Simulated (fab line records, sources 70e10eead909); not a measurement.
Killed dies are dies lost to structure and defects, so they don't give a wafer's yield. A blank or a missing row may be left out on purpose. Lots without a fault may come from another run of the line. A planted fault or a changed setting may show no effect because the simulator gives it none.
fab line records | flow nand_harc
record lots=5 wafers=15 last_day=34
route steps=1302 shown A_CONTACT@1039
lots that met no fault: from a run of the same line without faults
start_h: hours from the record's first day to the start of the lot's first wafer shown | wait_h: hours since the lot's step before | " the same as in the row above | L1.1+2: a row that stands for several wafers | - no value, or no start given | * or withheld: withheld | < > ~ a bound
route shown NAME@n: a module of which the file shows steps, and the number in the route of the first | usual: mean/standard deviation of fault-free wafers | same: alike in all rows | chamber/n: place in a boat | sites: the reading at each site | _std_site: their standard deviation | _edge_site: outer sites' mean less inner sites' | radius_mm: how far each site lies from the wafer's centre | mask NAME#n: copy n | behind: the tool/chamber that last shaped the wafer | hold: why the lot was held/for how many hours/how that ended | device: the transistor (n, p or np) that didn't switch | end of line: the same wafers' tests at the end of the route | a step without rows: its recipe alone | killed: dies lost to structure and defects at the first sort, not the wafer's yield | map: a wafer's dies, x killed, . not, _ none there
set.NAME: the setting as run; set.NAME@STEP: as run at that earlier step | model.NAME: the simulator's own value behind a step, which no gauge read
lots at some steps of the route; a table a step, a row a wafer
services: from which hour (start_h, from the record's first day; less than 0 if before it) a tool's chamber was out of use, for how many hours, and why
## steps
# step NHARC_A_CONTACT_CD_MEAS_69
# recipe target_cd_nm=300 landing_energy_ev=500
# usual cd_nm=300.1/0.48
# columns lot.wafer tool chamber start_h wait_h cd_nm
L078.2 cd_sem-03 0 545.36 - 300.1
L078.3 " 0 " " 301.1
L078.6 " 0 " " 300.0
L082.2 cd_sem-03 0 591.17 - 300.3
L082.3 " 0 " " 300.5
L082.4 " 0 " " 300.6
L090.4 cd_sem-01 0 652.26 - 299.3
L090.5 " 0 " " 299.4
L090.6 " 0 " " 300.3
L096.1 cd_sem-02 0 710.86 - 300.3
L096.3 " 0 " " 300.2
L096.5 " 0 " " 300.3
L097.1 cd_sem-02 0 734.22 - 299.4
L097.3 " 0 " " 299.7
L097.5 " 0 " " 299.6
# step NHARC_A_CONTACT_OVL_MEAS_70
# usual overlay_x_nm=0.1/0.9 overlay_y_nm=0.0/0.83
# columns lot.wafer tool chamber start_h wait_h overlay_x_nm overlay_y_nm
L078.2 overlay-02 - 545.45 - -1.2 0.7
L078.3 " - " " -0.2 0.5
L078.6 " - " " -0.4 0.4
L082.2 overlay-01 - 591.25 - 0.1 0.9
L082.3 " - " " 0.1 0.5
L082.4 " - " " 0.2 1.2
L090.4 overlay-01 - 652.34 - -0.2 -0.4
L090.5 " - " " -0.6 -0.3
L090.6 " - " " -1.0 -0.1
L096.1 overlay-02 - 710.95 - -0.9 0.4
L096.3 " - " " -1.9 1.4
L096.5 " - " " -0.7 0.3
L097.1 overlay-02 - 734.30 - 0.4 1.5
L097.3 " - " " 0.2 1.3
L097.5 " - " " 0.1 1.3
# step NHARC_A_CONTACT_INSPECT_71
# usual raw_defect_count=82/41
# columns lot.wafer tool chamber start_h wait_h raw_defect_count
L078.2 defect_inspect-01 - 545.49 0.0 121
L078.3 " - " " 108
L078.6 " - " " 117
L082.2 defect_inspect-02 - 591.29 0.0 82
L082.3 " - " " 59
L082.4 " - " " 99
L090.4 defect_inspect-02 - 652.38 0.0 30
L090.5 " - " " 25
L090.6 " - " " 19
L096.1 defect_inspect-01 - 710.98 0.0 50
L096.3 " - " " 44
L096.5 " - " " 35
L097.1 defect_inspect-01 - 734.34 0.0 17
L097.3 " - " " 20
L097.5 " - " " 18
# step NHARC_A_CONTACT_DESCUM_74
# recipe time_s=3 o2_flow_sccm=200 ar_flow_sccm=0 bias_power_w=0 chemistry=O2
# usual drypump_motor_current_A=6.08/0.26 mfc_ar_sccm=0.010/0.011 oes_product_au=1.002/0.0071 rf_vpp_V=57.8/0.94 showerhead_plenum_p_Torr=1.96/0.12 throttle_valve_pct=11.311/0.0091
# same bias_power_w=0
# columns lot.wafer tool chamber start_h wait_h drypump_motor_current_A mfc_ar_sccm oes_product_au rf_hours_counter_h rf_vpp_V showerhead_plenum_p_Torr throttle_valve_pct
L078.2 rie_diel-02 1 545.56 0.1 6.01 0 1.008 29 56.3 2.06 11.309
L078.3 " 3 " " 5.59 0.007 1.011 11 56.8 1.77 11.309
L078.6 " 1 " " 6.01 0 1.001 - 58.3 2.06 11.311
L082.2 rie_diel-02 1 591.36 0.1 6.05 0 0.998 3 59.2 2.06 11.296
L082.4 " 2 " " 6.41 0.030 1.007 3 59.1 1.99 11.306
L082.3 " 3 " " 5.58 0.007 1.002 3 57.4 1.77 11.303
L090.4 rie_diel-02 0 652.45 0.1 6.21 0.014 1.011 16 57.0 2.06 11.319
L090.6 " 3 " " 5.60 0.007 0.995 - 57.3 1.77 11.301
L090.5 " 0 " " 6.19 0.014 1.000 - 58.2 2.06 11.308
L096.3 rie_diel-02 2 711.05 0.1 6.38 0.030 1.005 24 58.2 1.98 11.322
L096.1 " 3 " " 5.62 0.007 1.005 24 56.8 1.76 11.301
L096.5 " 3 " " 5.61 0.007 1.005 - 57.1 1.77 11.294
L097.1 rie_diel-02 2 734.41 0.1 6.36 0.030 1.007 29 58.0 1.98 11.307
L097.3 " 3 " " 5.61 0.007 1.002 29 57.7 1.76 11.317
L097.5 " 2 " " 6.37 0.030 1.006 - 56.9 1.98 11.304
# step NHARC_A_CONTACT_ETCH_75
# recipe target_depth_a=390 over_etch_frac=0.3 time_s=65 ion_energy_ev=80 cf4_flow_sccm=150 ar_flow_sccm=0 rf_w=300 bias_w=100 chemistry=CF4
# usual drypump_motor_current_A=6.08/0.26 mfc_ar_sccm=0.010/0.011 oes_product_au=1.003/0.0076 rf_vpp_V=151.8/1.3 showerhead_plenum_p_Torr=1.81/0.1 throttle_valve_pct=13.285/0.0087
# columns lot.wafer tool chamber start_h wait_h drypump_motor_current_A mfc_ar_sccm oes_product_au rf_hours_counter_h rf_vpp_V showerhead_plenum_p_Torr throttle_valve_pct
L078.3 rie_diel-02 3 545.64 0.1 5.60 0.007 1.011 11 149.9 1.65 13.280
L078.2 " 1 " " 6.01 0 1.007 29 154.4 1.89 13.277
L078.6 " 3 " " 5.63 0.007 1.010 - 149.4 1.65 13.274
L082.2 rie_diel-02 3 591.44 0.1 5.61 0.007 1.002 3 149.3 1.65 13.286
L082.4 " 0 " " 6.17 0.014 1.001 3 152.0 1.90 13.282
L082.3 " 1 " " 6.02 0 0.995 3 153.0 1.89 13.287
L090.4 rie_diel-02 3 652.52 0.1 5.64 0.007 1.014 14 149.0 1.64 13.289
L090.6 " 3 " " 5.63 0.007 1.011 - 149.7 1.64 13.287
L090.5 " 0 " " 6.18 0.014 1.006 - 154.1 1.90 13.283
L096.1 rie_diel-02 0 711.14 0.1 6.22 0.014 1.002 26 151.8 1.89 13.269
L096.3 " 2 " " 6.37 0.030 1.001 24 151.0 1.83 13.294
L096.5 " 3 " " 5.58 0.007 1.015 - 150.1 1.64 13.290
L097.3 rie_diel-02 2 734.49 0.1 6.34 0.030 1.008 29 151.3 1.83 13.282
L097.1 " 0 " " 6.22 0.014 1.014 30 152.1 1.89 13.298
L097.5 " 2 " " 6.39 0.030 1.009 - 152.2 1.83 13.289
# step NHARC_A_CONTACT_ETCH_76
# recipe target_depth_a=2600 over_etch_frac=0.3 time_s=475.3 ion_energy_ev=200 n2_flow_sccm=150 h2_flow_sccm=150 ar_flow_sccm=0 rf_w=400 bias_w=150 chemistry=N2/H2
# usual drypump_motor_current_A=6.08/0.28 mfc_ar_sccm=0.010/0.011 oes_product_au=1.004/0.0088 rf_vpp_V=432/3.5 showerhead_plenum_p_Torr=2.09/0.13 throttle_valve_pct=14.172/0.0093
# columns lot.wafer tool chamber start_h wait_h drypump_motor_current_A mfc_ar_sccm oes_product_au rf_hours_counter_h rf_vpp_V showerhead_plenum_p_Torr throttle_valve_pct
L078.3 rie_diel-02 1 - - 6.01 0 1.002 29 434 2.20 14.173
L078.2 " 2 " " 6.40 0.030 1.010 27 433 2.12 14.155
L078.6 " 1 " " 6.03 0 0.997 - 434 2.20 14.160
L082.2 rie_diel-02 1 - - 6.03 0 0.998 3 435 2.20 14.180
L082.3 " 2 " " 6.35 0.030 1.025 3 433 2.12 14.161
L082.4 " 3 " " 5.61 0.007 1.004 3 426 1.88 14.157
L090.4 rie_diel-02 2 - - 6.36 0.030 1.010 15 433 2.12 14.183
L090.5 " 1 " " 6.05 0 0.993 - 435 2.19 14.178
L090.6 " 2 " " 6.38 0.030 1.010 - 433 2.12 14.183
L096.3 rie_diel-02 2 - - 6.38 0.030 1.010 24 434 2.11 14.171
L096.1 " 3 " " 5.61 0.007 1.003 24 426 1.88 14.156
L096.5 " 3 " " 5.59 0.007 1.011 - 425 1.88 14.170
L097.1 rie_diel-02 1 - - 6.00 0 1.007 28 434 2.19 14.182
L097.3 " 2 " " 6.41 0.030 1.009 29 431 2.11 14.183
L097.5 " 0 " " 6.22 0.014 1.014 - 435 2.20 14.178
# step NHARC_A_CONTACT_ETCH_77
# recipe target_depth_a=1089 time_s=54.5 cf4_flow_sccm=100 chf3_flow_sccm=30 ar_flow_sccm=0 rf_w=500 bias_w=200 chemistry=CF4/CHF3
# usual drypump_motor_current_A=6.08/0.27 mfc_ar_sccm=0.010/0.011 oes_product_au=0.940/0.019 rf_vpp_V=372/3 showerhead_plenum_p_Torr=1.61/0.092 throttle_valve_pct=16.801/0.0083
# columns lot.wafer tool chamber start_h wait_h drypump_motor_current_A mfc_ar_sccm oes_product_au rf_hours_counter_h rf_vpp_V showerhead_plenum_p_Torr throttle_valve_pct
L078.3 rie_diel-02 2 - - 6.41 0.030 0.979 27 373 1.63 16.811
L078.2 " 0 " " 6.22 0.014 0.954 26 373 1.69 16.808
L078.6 " 2 " " 6.38 0.030 0.975 - 373 1.63 16.806
L082.4 rie_diel-02 1 - - 6.01 0 0.963 3 375 1.68 16.792
L082.3 " 3 " " 5.58 0.007 0.985 3 367 1.46 16.808
L082.2 " 0 " " 6.22 0.014 0.968 3 373 1.69 16.805
L090.4 rie_diel-02 3 - - 5.61 0.007 0.934 15 366 1.46 16.799
L090.5 " 3 " " 5.60 0.007 0.947 - 367 1.46 16.809
L090.6 " 0 " " 6.22 0.014 0.932 - 374 1.69 16.786
L096.1 rie_diel-02 2 - - 6.39 0.030 0.931 24 372 1.63 16.797
L096.3 " 3 " " 5.64 0.007 0.937 25 365 1.46 16.808
L096.5 " 2 " " 6.37 0.030 0.932 - 370 1.63 16.799
L097.3 rie_diel-02 2 - - 6.39 0.030 0.933 29 374 1.63 16.800
L097.1 " 1 " " 6.04 0 0.927 28 374 1.68 16.811
L097.5 " 3 " " 5.60 0.007 0.942 - 367 1.46 16.780
# step NHARC_A_CONTACT_ETCH_78
# recipe target_depth_a=53000 over_etch_frac=0.3 time_s=1378 ion_energy_ev=150 o2_flow_sccm=400 cos_flow_sccm=20 ar_flow_sccm=0 rf_w=500 bias_w=300 chemistry=O2/COS
# usual drypump_motor_current_A=6.09/0.27 mfc_ar_sccm=0.010/0.011 oes_product_au=1.005/0.0062 rf_vpp_V=315.1/2.7 showerhead_plenum_p_Torr=3.19/0.18 throttle_valve_pct=28.329/0.0095
# columns lot.wafer tool chamber start_h wait_h drypump_motor_current_A mfc_ar_sccm oes_product_au rf_hours_counter_h rf_vpp_V showerhead_plenum_p_Torr throttle_valve_pct
L078.3 rie_diel-02 0 - - 6.21 0.014 0.994 27 317.7 3.36 28.336
L078.2 " 1 " " 6.04 0 1.004 29 316.5 3.34 28.332
L078.6 " 2 " " 6.42 0.030 1.007 - 315.6 3.24 28.327
L082.2 rie_diel-02 0 - - 6.22 0.014 1.003 3 319.0 3.36 28.330
L082.4 " 2 " " 6.36 0.030 1.001 3 317.7 3.24 28.334
L082.3 " 3 " " 5.61 0.007 1.006 3 309.9 2.90 28.321
L090.4 rie_diel-02 2 - - 6.39 0.030 1.009 15 315.1 3.23 28.320
L090.5 " 3 " " 5.59 0.007 1.015 - 310.5 2.90 28.325
L090.6 " 0 " " 6.25 0.014 1.009 - 316.5 3.35 28.334
L096.1 rie_diel-02 3 - - 5.59 0.007 1.005 25 311.4 2.89 28.336
L096.3 " 0 " " 6.20 0.014 1.009 26 317.0 3.34 28.342
L096.5 " 3 " " 5.61 0.007 1.015 - 311.3 2.89 28.359
L097.3 rie_diel-02 2 - - 6.40 0.030 1.007 29 315.6 3.22 28.346
L097.1 " 0 " " 6.25 0.014 1.010 30 318.3 3.34 28.321
L097.5 " 2 " " 6.34 0.030 1.008 - 315.1 3.22 28.329
# step NHARC_A_CONTACT_ETCH_124
# recipe source_w=withheld pressure_mtorr=20 bias_v=withheld time_s=140 target_depth_a=7000 ar_flow_sccm=withheld c4f8_flow_sccm=withheld o2_flow_sccm=withheld chemistry=C4F8/O2/Ar
# columns lot.wafer tool chamber start_h wait_h rf_hours_counter_h
L078.2 har_cap_etch-01 0 547.12 - 4
L078.3 " 1 " " -
L078.6 " 0 " " -
L082.2 har_cap_etch-01 0 592.89 - 12
L082.3 " 0 " " -
L082.4 " 1 " " -
L090.4 har_cap_etch-02 0 654.44 - -
L090.6 " 0 " " -
L090.5 " 1 " " -
L096.1 har_cap_etch-03 1 712.60 - 79
L096.3 " 1 " " -
L096.5 " 0 " " -
L097.1 har_cap_etch-03 1 735.93 - 82
L097.3 " 1 " " -
L097.5 " 1 " " -
# step NHARC_A_CONTACT_ETCH_125
# recipe source_w=withheld pressure_mtorr=20 bias_v=3000 time_s=197 target_depth_a=19180 ar_flow_sccm=withheld c4f8_flow_sccm=withheld o2_flow_sccm=withheld chemistry=C4F8/O2/Ar
# columns lot.wafer tool chamber start_h wait_h rf_hours_counter_h
L078.2 har_cap_etch-01 0 547.31 0.2 4
L078.3 " 1 " " -
L078.6 " 0 " " -
L082.2 har_cap_etch-01 0 593.09 0.2 12
L082.3 " 0 " " -
L082.4 " 1 " " -
L090.4 har_cap_etch-02 0 654.70 0.2 -
L090.6 " 0 " " -
L090.5 " 1 " " -
L096.1 har_cap_etch-03 1 712.86 0.2 79
L096.3 " 1 " " -
L096.5 " 0 " " -
L097.1 har_cap_etch-03 1 736.13 0.2 83
L097.3 " 1 " " -
L097.5 " 1 " " -
# step NHARC_A_CONTACT_ETCH_126
# recipe source_w=withheld pressure_mtorr=20 bias_v=3000 time_s=197 target_depth_a=19180 ar_flow_sccm=withheld c4f8_flow_sccm=withheld o2_flow_sccm=withheld chemistry=C4F8/O2/Ar
# columns lot.wafer tool chamber start_h wait_h rf_hours_counter_h
L078.2 har_cap_etch-01 0 547.49 0.1 4
L078.3 " 1 " " -
L078.6 " 0 " " -
L082.2 har_cap_etch-01 0 593.27 0.1 12
L082.3 " 0 " " -
L082.4 " 1 " " -
L090.4 har_cap_etch-02 0 654.93 0.2 -
L090.6 " 0 " " -
L090.5 " 1 " " -
L096.1 har_cap_etch-03 1 713.04 0.1 80
L096.3 " 1 " " -
L096.5 " 0 " " -
L097.1 har_cap_etch-03 1 736.31 0.1 83
L097.3 " 1 " " -
L097.5 " 1 " " -
# step NHARC_A_CONTACT_ETCH_127
# recipe source_w=withheld pressure_mtorr=20 bias_v=3000 time_s=197 target_depth_a=19180 ar_flow_sccm=withheld c4f8_flow_sccm=withheld o2_flow_sccm=withheld chemistry=C4F8/O2/Ar
# columns lot.wafer tool chamber start_h wait_h rf_hours_counter_h
L078.2 har_cap_etch-01 0 547.66 0.1 5
L078.3 " 1 " " -
L078.6 " 0 " " -
L082.2 har_cap_etch-01 0 593.44 0.1 13
L082.3 " 0 " " -
L082.4 " 1 " " -
L090.4 har_cap_etch-02 0 655.17 0.2 -
L090.6 " 0 " " -
L090.5 " 1 " " -
L096.1 har_cap_etch-03 1 713.22 0.1 80
L096.3 " 1 " " -
L096.5 " 0 " " -
L097.1 har_cap_etch-03 1 736.48 0.1 83
L097.3 " 1 " " -
L097.5 " 1 " " -
# step NHARC_A_CONTACT_ETCH_128
# recipe source_w=withheld pressure_mtorr=20 bias_v=3000 time_s=197 target_depth_a=19180 ar_flow_sccm=withheld c4f8_flow_sccm=withheld o2_flow_sccm=withheld chemistry=C4F8/O2/Ar
# columns lot.wafer tool chamber start_h wait_h rf_hours_counter_h
L078.2 har_cap_etch-01 0 547.84 0.1 5
L078.3 " 1 " " -
L078.6 " 0 " " -
L082.2 har_cap_etch-01 0 593.62 0.1 13
L082.3 " 0 " " -
L082.4 " 1 " " -
L090.4 har_cap_etch-02 0 655.40 0.2 -
L090.6 " 0 " " -
L090.5 " 1 " " -
L096.1 har_cap_etch-03 1 713.40 0.1 80
L096.3 " 1 " " -
L096.5 " 0 " " -
L097.1 har_cap_etch-03 1 736.66 0.1 83
L097.3 " 1 " " -
L097.5 " 1 " " -
# step NHARC_A_CONTACT_ETCH_129
# recipe source_w=withheld pressure_mtorr=20 bias_v=3000 time_s=197 target_depth_a=19180 ar_flow_sccm=withheld c4f8_flow_sccm=withheld o2_flow_sccm=withheld chemistry=C4F8/O2/Ar
# columns lot.wafer tool chamber start_h wait_h rf_hours_counter_h
L078.2 har_cap_etch-01 0 548.02 0.1 5
L078.3 " 1 " " -
L078.6 " 0 " " -
L082.2 har_cap_etch-01 0 593.80 0.1 13
L082.3 " 0 " " -
L082.4 " 1 " " -
L090.4 har_cap_etch-02 0 655.63 0.2 -
L090.6 " 0 " " -
L090.5 " 1 " " -
L096.1 har_cap_etch-03 1 713.57 0.1 80
L096.3 " 1 " " -
L096.5 " 0 " " -
L097.1 har_cap_etch-03 1 736.84 0.1 83
L097.3 " 1 " " -
L097.5 " 1 " " -
# step NHARC_A_CONTACT_ETCH_130
# recipe source_w=withheld pressure_mtorr=20 bias_v=3000 time_s=197 target_depth_a=19180 ar_flow_sccm=withheld c4f8_flow_sccm=withheld o2_flow_sccm=withheld chemistry=C4F8/O2/Ar
# columns lot.wafer tool chamber start_h wait_h rf_hours_counter_h
L078.2 har_cap_etch-01 0 548.19 0.1 5
L078.3 " 1 " " -
L078.6 " 0 " " -
L082.2 har_cap_etch-01 0 593.97 0.1 13
L082.3 " 0 " " -
L082.4 " 1 " " -
L090.4 har_cap_etch-02 0 655.87 0.2 -
L090.6 " 0 " " -
L090.5 " 1 " " -
L096.1 har_cap_etch-03 1 713.75 0.2 80
L096.3 " 1 " " -
L096.5 " 0 " " -
L097.1 har_cap_etch-03 1 737.01 0.1 83
L097.3 " 1 " " -
L097.5 " 1 " " -
# step NHARC_A_CONTACT_ETCH_131
# recipe source_w=withheld pressure_mtorr=20 bias_v=3000 time_s=197 target_depth_a=19180 ar_flow_sccm=withheld c4f8_flow_sccm=withheld o2_flow_sccm=withheld chemistry=C4F8/O2/Ar
# columns lot.wafer tool chamber start_h wait_h rf_hours_counter_h
L078.2 har_cap_etch-01 0 548.36 0.1 5
L078.3 " 1 " " -
L078.6 " 0 " " -
L082.2 har_cap_etch-01 0 594.15 0.1 13
L082.3 " 0 " " -
L082.4 " 1 " " -
L090.4 har_cap_etch-02 0 656.11 0.2 -
L090.6 " 0 " " -
L090.5 " 1 " " -
L096.1 har_cap_etch-03 1 713.93 0.2 80
L096.3 " 1 " " -
L096.5 " 0 " " -
L097.1 har_cap_etch-03 1 737.18 0.1 83
L097.3 " 1 " " -
L097.5 " 1 " " -
# step NHARC_A_CONTACT_ETCH_132
# recipe source_w=withheld pressure_mtorr=20 bias_v=3000 time_s=197 target_depth_a=19240 ar_flow_sccm=withheld c4f8_flow_sccm=withheld o2_flow_sccm=withheld chemistry=C4F8/O2/Ar
# columns lot.wafer tool chamber start_h wait_h rf_hours_counter_h
L078.2 har_cap_etch-01 0 548.54 0.1 5
L078.3 " 1 " " -
L078.6 " 0 " " -
L082.2 har_cap_etch-01 0 594.33 0.1 13
L082.3 " 0 " " -
L082.4 " 1 " " -
L090.4 har_cap_etch-02 0 656.34 0.2 -
L090.6 " 0 " " -
L090.5 " 1 " " -
L096.1 har_cap_etch-03 1 714.11 0.1 81
L096.3 " 1 " " -
L096.5 " 0 " " -
L097.1 har_cap_etch-03 1 737.36 0.1 84
L097.3 " 1 " " -
L097.5 " 1 " " -
# step NHARC_A_CONTACT_ETCH_133
# recipe source_w=withheld pressure_mtorr=20 bias_v=400 time_s=374 target_depth_a=16100 ar_flow_sccm=withheld c4f8_flow_sccm=11.5 o2_flow_sccm=7.2 chemistry=C4F8/O2/Ar
# columns lot.wafer tool chamber start_h wait_h rf_hours_counter_h
L078.2 har_cap_etch-01 0 548.75 0.2 6
L078.3 " 1 " " -
L078.6 " 0 " " -
L082.2 har_cap_etch-01 0 594.50 0.1 14
L082.3 " 0 " " -
L082.4 " 1 " " -
L090.4 har_cap_etch-02 0 656.68 0.3 -
L090.6 " 0 " " -
L090.5 " 1 " " -
L096.1 har_cap_etch-03 1 714.29 0.1 81
L096.3 " 1 " " -
L096.5 " 0 " " -
L097.1 har_cap_etch-03 1 737.54 0.1 84
L097.3 " 1 " " -
L097.5 " 1 " " -
# step NHARC_A_CONTACT_ETCH_91
# recipe target_depth_a=400 over_etch_frac=0.5 time_s=85.7 ion_energy_ev=120 ch3f_flow_sccm=50 o2_flow_sccm=30 ar_flow_sccm=200 rf_w=500 bias_w=100 chemistry=CH3F/O2
# usual ch3f_flow_sccm=50.01/0.15 drypump_motor_current_A=6.12/0.28 mfc_ar_sccm=200.1/0.61 oes_product_au=0.929/0.0069 rf_vpp_V=244.7/2.2 showerhead_plenum_p_Torr=2.49/0.15 throttle_valve_pct=20.665/0.0089
# columns lot.wafer tool chamber start_h wait_h ch3f_flow_sccm drypump_motor_current_A mfc_ar_sccm oes_product_au rf_hours_counter_h rf_vpp_V showerhead_plenum_p_Torr throttle_valve_pct
L078.3 rie_diel-13 2 549.49 0.6 50.00 6.26 201.2 0.931 3 247.3 2.64 20.663
L078.2 " 3 " " 49.76 6.05 199.4 0.933 4 241.0 2.31 20.659
L078.6 " 1 " " 50.18 6.45 201.5 0.933 - 245.3 2.54 20.652
L082.2 rie_diel-02 2 595.29 0.7 50.32 6.37 199.5 0.922 4 244.4 2.55 20.667
L082.4 " 0 " " 49.99 6.23 200.1 0.926 5 246.7 2.65 20.666
L082.3 " 1 " " 49.86 6.04 201.5 0.928 5 246.6 2.63 20.652
L090.4 rie_diel-02 2 657.47 0.7 49.85 6.39 200.3 0.927 16 244.6 2.55 20.673
L090.5 " 0 " " 49.93 6.22 200.4 0.922 - 245.1 2.64 20.673
L090.6 " 1 " " 50.22 6.03 199.6 0.915 - 247.1 2.63 20.662
L096.1 rie_diel-02 2 715.10 0.7 49.79 6.40 200.5 0.934 25 244.8 2.54 20.664
L096.3 " 0 " " 49.94 6.21 200.6 0.925 27 246.8 2.64 20.649
L096.5 " 2 " " 49.98 6.39 201.5 0.930 - 245.0 2.54 20.657
L097.3 rie_diel-02 0 738.34 0.6 50.00 6.24 200.8 0.938 31 245.6 2.64 20.654
L097.1 " 1 " " 49.94 6.01 199.0 0.924 29 245.7 2.62 20.666
L097.5 " 3 " " 50.22 5.61 199.0 0.940 - 242.0 2.27 20.668
# step NHARC_A_CONTACT_ETCH_97
# recipe target_depth_a=200 over_etch_frac=0.5 time_s=10 ion_energy_ev=250 c4f6_flow_sccm=25 o2_flow_sccm=20 ar_flow_sccm=500 rf_w=600 bias_w=500 chemistry=C4F6/O2
# usual drypump_motor_current_A=6.12/0.27 mfc_ar_sccm=499.7/1.6 oes_product_au=0.950/0.0094 rf_vpp_V=548/4.8 showerhead_plenum_p_Torr=3.98/0.23 throttle_valve_pct=26.904/0.0084
# columns lot.wafer tool chamber start_h wait_h drypump_motor_current_A mfc_ar_sccm oes_product_au rf_hours_counter_h rf_vpp_V showerhead_plenum_p_Torr throttle_valve_pct
L078.2 rie_diel-13 1 - - 6.43 501.0 0.966 4 549 4.05 26.907
L078.3 " 0 " " 6.48 502.6 0.945 4 544 3.72 26.900
L078.6 " 2 " " 6.26 500.7 0.941 - 551 4.19 26.887
L082.4 rie_diel-02 1 - - 6.03 499.8 0.941 5 552 4.19 26.907
L082.2 " 2 " " 6.39 499.4 0.963 4 550 4.06 26.905
L082.3 " 3 " " 5.64 501.9 0.967 4 541 3.66 26.905
L090.4 rie_diel-02 1 - - 6.00 498.7 0.938 16 552 4.18 26.912
L090.6 " 3 " " 5.62 501.6 0.947 - 540 3.65 26.895
L090.5 " 0 " " 6.21 499.3 0.949 - 552 4.20 26.911
L096.1 rie_diel-02 0 - - 6.25 498.3 0.936 27 551 4.19 26.899
L096.3 " 2 " " 6.39 500.2 0.955 25 550 4.05 26.905
L096.5 " 1 " " 6.00 499.7 0.946 - 552 4.17 26.908
L097.3 rie_diel-02 0 - - 6.22 498.3 0.960 31 554 4.19 26.894
L097.1 " 2 " " 6.38 499.7 0.946 30 549 4.05 26.900
L097.5 " 3 " " 5.60 498.8 0.968 - 541 3.64 26.899
# step NHARC_A_CONTACT_CD_MEAS_80
# usual cd_nm=289.6/0.68
# columns lot.wafer tool chamber start_h wait_h cd_nm
L078.2 cd_sem-01 - 549.70 - 289.2
L078.3 " - " " 288.7
L078.6 " - " " 289.3
L082.2 cd_sem-03 - 595.52 - 289.7
L082.3 " - " " 289.6
L082.4 " - " " 290.1
L090.4 cd_sem-01 - 657.67 - 289.9
L090.5 " - " " 290.0
L090.6 " - " " 289.8
L096.1 cd_sem-01 - 715.30 - 289.9
L096.3 " - " " 290.3
L096.5 " - " " 290.3
L097.1 cd_sem-01 - 738.54 - 290.0
L097.3 " - " " 289.6
L097.5 " - " " 290.0
# step NHARC_A_CONTACT_STRIP_103
# recipe n2_flow_sccm=150 h2_flow_sccm=150 ar_flow_sccm=0 bias_w=0 chemistry=N2/H2
# columns lot.wafer tool chamber start_h wait_h
L078.2+3+6 rie_diel-02 3,0,2 549.78 0.1
L082.3+4+2 rie_diel-13 1,2,3 595.62 0.1
L090.4+5+6 rie_diel-07 2,3,0 657.77 0.1
L096.1+3+5 rie_diel-02 2,0,1 715.39 0.1
L097.3+1+5 rie_diel-07 2,3,2 738.63 0.1
# step NHARC_A_CONTACT_STRIP_104
# recipe cf4_flow_sccm=100 chf3_flow_sccm=30 ar_flow_sccm=0 bias_w=0 chemistry=CF4/CHF3
# columns lot.wafer tool chamber start_h wait_h
L078.3+2+6 rie_diel-02 1,2,1 549.86 0.1
L082.4+2+3 rie_diel-13 0,1,2 595.70 0.1
L090.4+6+5 rie_diel-07 3,0,1 657.84 0.1
L096.3+1+5 rie_diel-02 2,3,0 715.48 0.1
L097.3+1+5 rie_diel-07 2,0,2 738.71 0.1
# step NHARC_A_CONTACT_STRIP_105
# recipe o2_flow_sccm=400 cos_flow_sccm=20 ar_flow_sccm=0 bias_w=0 chemistry=O2/COS
# columns lot.wafer tool chamber start_h wait_h
L078.2+3+6 rie_diel-02 3,0,3 549.92 0.1
L082.4+3+2 rie_diel-13 3,0,1 595.77 0.1
L090.4+6+5 rie_diel-07 0,0,1 657.90 0.0
L096.3+1+5 rie_diel-02 3,0,2 715.54 0.1
L097.3+1+5 rie_diel-07 0,2,1 738.77 0.1
# step NHARC_A_CONTACT_ETCH_106
# recipe target_depth_a=900 overetch_a=90 time_s=49.5 ion_energy_ev=100 cf4_flow_sccm=80 o2_flow_sccm=20 ar_flow_sccm=0 rf_w=300 bias_w=100 chemistry=CF4/O2
# usual drypump_motor_current_A=6.08/0.27 mfc_ar_sccm=0.008/0.011 oes_product_au=1.002/0.0082 rf_vpp_V=198.0/1.9 showerhead_plenum_p_Torr=1.35/0.082 throttle_valve_pct=13.398/0.0088
# columns lot.wafer tool chamber start_h wait_h drypump_motor_current_A mfc_ar_sccm oes_product_au rf_hours_counter_h rf_vpp_V showerhead_plenum_p_Torr throttle_valve_pct
L078.2 rie_diel-02 0 549.99 0.1 6.21 0.014 0.993 27 201.7 1.44 13.383
L078.3 " 1 " " 6.02 0 1.004 29 198.8 1.43 13.406
L078.6 " 3 " " 5.60 0.007 1.009 - 194.9 1.24 13.412
L082.4 rie_diel-13 2 595.83 0.1 6.23 0.004 1.002 19 200.0 1.43 13.392
L082.2 " 3 " " 6.07 0 1.011 20 197.1 1.25 13.393
L082.3 " 0 " " 6.46 0.024 1.000 22 196.9 1.26 13.407
L090.4 rie_diel-07 3 657.97 0.1 6.14 0 0.994 0 199.1 1.39 13.397
L090.5 " 1 " " 5.72 0 0.989 - 197.1 1.24 13.388
L090.6 " 2 " " 5.97 0 1.005 - 198.0 1.30 13.404
L096.1 rie_diel-02 1 715.60 0.1 6.02 0 0.993 25 199.9 1.43 13.395
L096.3 " 3 " " 5.60 0.007 1.005 26 195.0 1.23 13.419
L096.5 " 1 " " 5.98 0 1.004 - 199.6 1.43 13.397
L097.1 rie_diel-07 0 738.84 0.1 6.10 0 0.992 28 199.6 1.42 13.402
L097.3 " 1 " " 5.72 0 0.990 28 194.6 1.24 13.403
L097.5 " 3 " " 6.14 0 0.990 - 200.3 1.39 13.398
## services
# columns tool chamber start_h hours kind
rie_diel-02 0 525.20 - clean
rie_diel-02 1 525.20 - clean
rie_diel-02 2 525.20 - clean
rie_diel-02 3 525.20 - clean
rie_diel-02 0 549.70 - clean
rie_diel-02 1 549.70 - clean
rie_diel-02 2 549.70 - clean
rie_diel-02 3 549.70 - clean
rie_diel-02 - 570.70 9.0 pm
rie_diel-02 0 570.70 9.0 vent_cycle
rie_diel-02 1 570.70 9.0 vent_cycle
rie_diel-02 2 570.70 9.0 vent_cycle
rie_diel-02 3 570.70 9.0 vent_cycle
rie_diel-02 0 579.70 - clean
rie_diel-02 1 579.70 - clean
rie_diel-02 2 579.70 - clean
rie_diel-13 - 597.85 0.8 repair
rie_diel-07 0 619.56 4.4 repair
rie_diel-02 3 633.45 5.0 repair
rie_diel-07 - 648.39 9.0 pm
rie_diel-02 - 668.68 1.2 repair
rie_diel-07 - 674.05 0.3 repair
rie_diel-07 0 691.05 7.6 repair
rie_diel-13 - 698.21 9.0 pm
## key
fault none
